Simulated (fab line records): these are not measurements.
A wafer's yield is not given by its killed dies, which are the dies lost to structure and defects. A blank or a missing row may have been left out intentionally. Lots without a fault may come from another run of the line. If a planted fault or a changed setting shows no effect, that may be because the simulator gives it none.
Which of the tools did it? | flow n5Finfet | 60 wafers from 20 lots sampled at 4 of the route's 1938 steps

WHAT EACH GAUGE READ, for each wafer
N5_BEOL_M3_INSPECT_13: inspects for defects (brightfield). Usual: rawDefectCount reads 447 (standard deviation 99).
lot  | measured     | on               | rawDefectCount | flag
L075 | day 6 23:29  | defectInspect-01 | 664 446 633    | 
L074 | day 7 03:03  | defectInspect-01 | 402 369 428    | 
L076 | day 7 07:12  | defectInspect-02 | 391 480 573    | 
L077 | day 7 18:51  | defectInspect-01 | 393 312 424    | 
L078 | day 8 01:15  | defectInspect-02 | 511 384 430    | 
L079 | day 8 05:56  | defectInspect-02 | 494 650 391    | 
L081 | day 8 21:07  | defectInspect-01 | 413 513 394    | 
L082 | day 8 21:24  | defectInspect-01 | 482 445 356    | 
L083 | day 9 10:02  | defectInspect-01 | 432 515 490    | 
L084 | day 9 15:43  | defectInspect-02 | 509 602 589    | 
L086 | day 10 02:34 | defectInspect-01 | 598 567 467    | 
L087 | day 10 07:43 | defectInspect-01 | 378 320 401    | 
L089 | day 10 22:41 | defectInspect-02 | 358 276 520    | 
L090 | day 10 23:29 | defectInspect-02 | 476 627 425    | 
L091 | day 11 07:03 | defectInspect-02 | 404 423 345    | 
L092 | day 11 20:55 | defectInspect-02 | 443 487 388    | 
L094 | day 12 03:50 | defectInspect-01 | 566 431 414    | 
L093 | day 12 03:58 | defectInspect-02 | 338 408 404    | 
L095 | day 12 09:22 | defectInspect-01 | 464 410 461    | 
L097 | day 12 23:12 | defectInspect-02 | 293 381 342    | 

N5_BEOL_M3_CD_MEAS_18: pitch 36 nm, target cd 18 nm. Usual: cdNm reads 18.0 nm (standard deviation 0.44).
lot  | measured     | on       | cdNm (nm)      | flag
L075 | day 7 00:02  | cdSem-01 | 18.5 18.1 17.4 | 
L074 | day 7 03:47  | cdSem-02 | 17.8 17.5 17.6 | 
L076 | day 7 07:40  | cdSem-02 | 18.0 18.0 17.9 | 
L077 | day 7 19:19  | cdSem-01 | 17.5 18.2 17.5 | 
L078 | day 8 01:43  | cdSem-01 | 18.2 17.6 17.9 | 
L079 | day 8 06:23  | cdSem-02 | 17.7 18.2 18.8 | 
L081 | day 8 21:35  | cdSem-02 | 18.0 18.3 17.7 | 
L082 | day 8 21:53  | cdSem-02 | 16.9 17.5 17.6 | 
L083 | day 9 10:29  | cdSem-01 | 18.2 18.4 18.3 | 
L084 | day 9 16:11  | cdSem-01 | 17.5 18.5 18.1 | 
L086 | day 10 03:08 | cdSem-01 | 17.9 17.4 17.1 | 
L087 | day 10 08:11 | cdSem-02 | 17.7 17.6 18.4 | 
L089 | day 10 23:35 | cdSem-01 | 17.5 18.3 17.4 | 
L090 | day 11 00:15 | cdSem-01 | 18.4 17.8 17.8 | 
L091 | day 11 07:47 | cdSem-02 | 18.7 18.8 18.4 | 
L092 | day 11 21:30 | cdSem-01 | 18.4 17.9 18.7 | 
L094 | day 12 04:18 | cdSem-02 | 18.5 18.5 18.5 | 
L093 | day 12 04:32 | cdSem-03 | 17.6 17.5 18.1 | 
L095 | day 12 10:14 | cdSem-01 | 17.6 17.6 18.2 | 
L097 | day 12 23:40 | cdSem-02 | 18.6 17.4 18.1 | 

EACH LOT AND THE TOOL THAT RAN IT (in order: tool; ch and the chambers of the sampled wafers; start)
lot  | N5_BEOL_M3_DESCUM_16              | N5_BEOL_M3_STRIP_66
L075 | rieDiel-02 ch 0,2,3, day 6 23:31  | rieDiel-02 ch 0,2,3, day 6 23:43
L074 | rieDiel-02 ch 0,1, day 7 03:11    | rieDiel-02 ch 0,1, day 7 03:24
L076 | rieDiel-01 ch 1,2, day 7 07:14    | rieDiel-01 ch 1,2, day 7 07:26
L077 | rieDiel-01 ch 1,2, day 7 18:53    | rieDiel-01 ch 1,2, day 7 19:05
L078 | rieDiel-01 ch 0,2, day 8 01:17    | rieDiel-01 ch 0,2, day 8 01:29
L079 | rieDiel-02 ch 0,2, day 8 05:58    | rieDiel-02 ch 0,2, day 8 06:10
L081 | rieDiel-05 ch 0,1,3, day 8 21:09  | rieDiel-05 ch 0,1,3, day 8 21:21
L082 | rieDiel-01 ch 2,3, day 8 21:26    | rieDiel-01 ch 2,3, day 8 21:38
L083 | rieDiel-01 ch 1,3, day 9 10:04    | rieDiel-01 ch 1,3, day 9 10:16
L084 | rieDiel-05 ch 0,2,3, day 9 15:45  | rieDiel-05 ch 0,2,3, day 9 15:58
L086 | rieDiel-05 ch 1,2,3, day 10 02:42 | rieDiel-05 ch 1,2,3, day 10 02:55
L087 | rieDiel-02 ch 0,1,3, day 10 07:45 | rieDiel-02 ch 0,1,3, day 10 07:57
L089 | rieDiel-02 ch 0,1,2, day 10 23:04 | rieDiel-02 ch 0,1,2, day 10 23:17
L090 | rieDiel-05 ch 0,2, day 10 23:49   | rieDiel-05 ch 0,2, day 11 00:01
L091 | rieDiel-02 ch 2,3, day 11 07:21   | rieDiel-02 ch 2,3, day 11 07:33
L092 | rieDiel-01 ch 0,1,2, day 11 21:02 | rieDiel-01 ch 0,1,2, day 11 21:14
L094 | rieDiel-02 ch 0,1, day 12 03:52   | rieDiel-02 ch 0,1, day 12 04:04
L093 | rieDiel-01 ch 0,2,3, day 12 04:05 | rieDiel-01 ch 0,2,3, day 12 04:18
L095 | rieDiel-02 ch 0,1, day 12 09:49   | rieDiel-02 ch 0,1, day 12 10:01
L097 | rieDiel-01 ch 1,2, day 12 23:14   | rieDiel-01 ch 1,2, day 12 23:26
- N5_BEOL_M3_DESCUM_16: chemistry O2, time 7 s.
- N5_BEOL_M3_STRIP_66: strips in CF4.

WHAT THE TOOLS THEMSELVES READ (means of the sampled wafers that have a number; where no wafer has one, the mark that the record gives instead)
N5_BEOL_M3_DESCUM_16. Usual: drypumpMotorCurrentA 5.9 A, standard deviation 0.32; o2FlowSccm 225.0 sccm, standard deviation 0.68; oesProductAu 0.80 a.u., standard deviation 0.092; rfVppV 243.2 V, standard deviation 1.3; showerheadPlenumPTorr 2.09 Torr, standard deviation 0.064; throttleValvePct 20.37 %, standard deviation 0.24.
lot  | tool       | drypumpMotorCurrentA (A) | o2FlowSccm (sccm) | oesProductAu (a.u.) | rfVppV (V) | showerheadPlenumPTorr (Torr) | throttleValvePct (%) | flag
L075 | rieDiel-02 | 5.9                      | 225.2             | 0.70                | 243.5      | 2.10                         | 20.71                | 
L074 | rieDiel-02 | 6.2                      | 225.1             | 0.73                | 243.7      | 2.09                         | 20.33                | 
L076 | rieDiel-01 | 5.8                      | 224.4             | 0.88                | 243.5      | 2.11                         | 20.05                | 
L077 | rieDiel-01 | 5.8                      | 225.0             | 0.87                | 243.7      | 2.10                         | 20.05                | 
L078 | rieDiel-01 | 5.8                      | 224.9             | 0.93                | 243.8      | 2.12                         | 20.03                | 
L079 | rieDiel-02 | 5.8                      | 225.7             | 0.71                | 243.5      | 2.10                         | 20.55                | 
L081 | rieDiel-05 | 5.7                      | 224.6             | 0.75                | 241.7      | 2.07                         | 20.52                | 
L082 | rieDiel-01 | 5.7                      | 225.5             | 0.84                | 243.2      | 2.08                         | 20.24                | 
L083 | rieDiel-01 | 6.1                      | 224.7             | 0.76                | 242.7      | 2.05                         | 20.23                | 
L084 | rieDiel-05 | 5.8                      | 225.3             | 0.78                | 242.9      | 2.09                         | 20.44                | 
L086 | rieDiel-05 | 5.8                      | 224.7             | 0.78                | 243.2      | 2.07                         | 20.52                | 
L087 | rieDiel-02 | 6.1                      | 224.9             | 0.78                | 243.6      | 2.11                         | 20.43                | 
L089 | rieDiel-02 | 6.1                      | 225.0             | 0.79                | 243.7      | 2.15                         | 20.39                | 
L090 | rieDiel-05 | 5.6                      | 225.3             | 0.77                | 242.4      | 2.06                         | 20.48                | 
L091 | rieDiel-02 | 6.2                      | 225.5             | 0.92                | 243.5      | 2.21                         | 20.43                | 
L092 | rieDiel-01 | 6.0                      | 224.7             | 0.84                | 244.3      | 2.10                         | 20.07                | 
L094 | rieDiel-02 | 5.9                      | 225.7             | 0.70                | 242.7      | 2.11                         | 20.44                | 
L093 | rieDiel-01 | 5.9                      | 225.2             | 0.82                | 243.8      | 2.07                         | 20.24                | 
L095 | rieDiel-02 | 5.9                      | 224.8             | 0.70                | 242.8      | 2.11                         | 20.44                | 
L097 | rieDiel-01 | 6.0                      | 225.0             | 0.78                | 243.3      | 2.07                         | 20.11                | 

N5_BEOL_M3_STRIP_66. Usual: drypumpMotorCurrentA 5.9 A, standard deviation 0.32; oesProductAu 0.79 a.u., standard deviation 0.084; rfVppV 271.2 V, standard deviation 1.5; showerheadPlenumPTorr 1.80 Torr, standard deviation 0.057; throttleValvePct 13.58 %, standard deviation 0.27.
lot  | tool       | drypumpMotorCurrentA (A) | oesProductAu (a.u.) | rfVppV (V) | showerheadPlenumPTorr (Torr) | throttleValvePct (%) | flag
L075 | rieDiel-02 | 5.9                      | 0.70                | 270.3      | 1.82                         | 13.98                | 
L074 | rieDiel-02 | 6.3                      | 0.73                | 271.9      | 1.80                         | 13.68                | 
L076 | rieDiel-01 | 5.8                      | 0.87                | 272.3      | 1.81                         | 13.23                | 
L077 | rieDiel-01 | 5.7                      | 0.86                | 271.6      | 1.81                         | 13.26                | 
L078 | rieDiel-01 | 5.8                      | 0.91                | 272.4      | 1.82                         | 13.16                | 
L079 | rieDiel-02 | 5.8                      | 0.70                | 271.6      | 1.81                         | 13.80                | 
L081 | rieDiel-05 | 5.7                      | 0.74                | 271.2      | 1.79                         | 13.75                | 
L082 | rieDiel-01 | 5.7                      | 0.83                | 271.1      | 1.79                         | 13.39                | 
L083 | rieDiel-01 | 6.1                      | 0.75                | 270.7      | 1.76                         | 13.50                | 
L084 | rieDiel-05 | 5.8                      | 0.77                | 271.1      | 1.79                         | 13.58                | 
L086 | rieDiel-05 | 5.8                      | 0.78                | 270.9      | 1.77                         | 13.59                | 
L087 | rieDiel-02 | 6.1                      | 0.79                | 270.7      | 1.82                         | 13.74                | 
L089 | rieDiel-02 | 6.1                      | 0.78                | 273.1      | 1.85                         | 13.65                | 
L090 | rieDiel-05 | 5.6                      | 0.76                | 269.6      | 1.76                         | 13.63                | 
L091 | rieDiel-02 | 6.1                      | 0.90                | 272.3      | 1.90                         | 13.56                | 
L092 | rieDiel-01 | 6.0                      | 0.82                | 271.2      | 1.80                         | 13.28                | 
L094 | rieDiel-02 | 5.9                      | 0.70                | 271.0      | 1.82                         | 13.77                | 
L093 | rieDiel-01 | 5.9                      | 0.80                | 270.8      | 1.78                         | 13.40                | 
L095 | rieDiel-02 | 5.9                      | 0.70                | 272.3      | 1.82                         | 13.76                | 
L097 | rieDiel-01 | 6.0                      | 0.77                | 270.5      | 1.78                         | 13.38                | 

THE ANSWER, worked out from the rows above alone
Rule: a lot counts as off when the mean over its wafers that have a number is more than 3 standard deviations away from the usual mean. A lot without any number at a reading at which 4 lots or more have one is off too. Where the step has rows for the other lots, those lots are counted as sound. After the gauges, taken in route order, come the tools' own readings; for these a lot's mean is taken, as printed above. The first step at which some lot is off is used, and at that step the reading that is off furthest; a lot without a number counts as furthest.
No lot is off on any of the readings shown, so nothing can be concluded from this.

WHAT THE SIMULATOR PUT IN
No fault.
